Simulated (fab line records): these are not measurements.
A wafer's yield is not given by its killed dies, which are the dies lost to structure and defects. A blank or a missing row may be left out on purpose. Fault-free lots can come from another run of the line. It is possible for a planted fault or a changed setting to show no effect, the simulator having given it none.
Problem report in the 8D (eight disciplines) form, filled by code ; flow nand_harc ; the parts of the form that need people (team, actions taken, sign-off) are left out

== 1. WHAT WENT WRONG ==
Wafers without a fault read 232.7 s, standard deviation 0.37; run_length_s at NHARC_A_STAIRCASE_TRIM_189 reads a mean of 172.3 s on 4 wafers belonging to 2 lots. That is -99 or more standard deviations from the usual mean.
The step: chemistry O2, time 211.2 s.
First observed at day 13 02:25: wafer L558.4, on rie_diel-09. At this step, 27 wafers from 9 lots have a number in the record. The rule behind "out" and "out of limits": a value lying over 4 standard deviations away from the usual mean. The rest of the wafers with a number are treated as sound.

== 2. WHAT IT IS AND WHAT IT IS NOT ==
question;is;is not
which readings at this step;run_length_s;drypump_motor_current_A, mfc_ar_sccm, rf_vpp_V, showerhead_plenum_p_Torr, throttle_valve_pct
which lots;L558, L559;L548, L562, L565, L566, L567, L570, L571
which wafers of those lots;L558.4, L558.6, L559.4, L559.6;L558.2, L559.5
read on which tools;rie_diel-09;rie_diel-10, rie_diel-11
when;from day 13 02:25;"up to then (4 sound wafers); but 19 sound wafers of L559, L562, L565, L566, L567, L570, L571 came after"

== 3. WHAT RULES OUT EACH SUSPECT ==
Counting: if a tool at a process step up to the reading ran every lot that is out, it stays a suspect. Sound lots after the first of them don't rule it out here, since some wafers of a struck lot are sound.
- rie_diel-09 at NHARC_A_STAIRCASE_TRIM_189 (chemistry O2, time 211.2 s): kept. It ran every lot that is out, first L558 (day 13 02:25). On those wafers its own readings are out: run_length_s.
After counting, what remains is rie_diel-09 at NHARC_A_STAIRCASE_TRIM_189.

== 4. THE CAUSE (what the simulator had put in) ==
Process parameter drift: rie_diel-09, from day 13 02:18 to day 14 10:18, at NHARC_A_STAIRCASE_TRIM_189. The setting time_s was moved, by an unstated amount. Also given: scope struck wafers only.
The count eliminated every tool but this one.

== 5. SEQUENCE OF EFFECTS, ordered by route ==
Each row: a reading where the mean over the struck wafers with a number is more than 3 standard deviations away from the usual. Only readings whose record carries a usual standard deviation are examined. hours: median over the lots of the time between each lot's start at the first step of this table that gives one and its start at this step. sigmas: the change, counted in usual standard deviations.
hours;step;reading;usual;on struck wafers;change;sigmas
0;NHARC_A_STAIRCASE_TRIM_189;run_length_s;232.7 s;172.3;-60.4;-99 or more
It contains these process steps:
- NHARC_A_STAIRCASE_TRIM_189: chemistry O2, time 211.2 s.
Later measuring or inspecting steps at which every struck wafer that the step has a row for has a number for every such reading, and none has moved that far: NHARC_END_SORT_01.

== 6. WHAT WOULD HAVE CAUGHT IT SOONER ==
First out-of-limits reading in this record: day 13 02:25, which is 0 hours after fault onset at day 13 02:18.
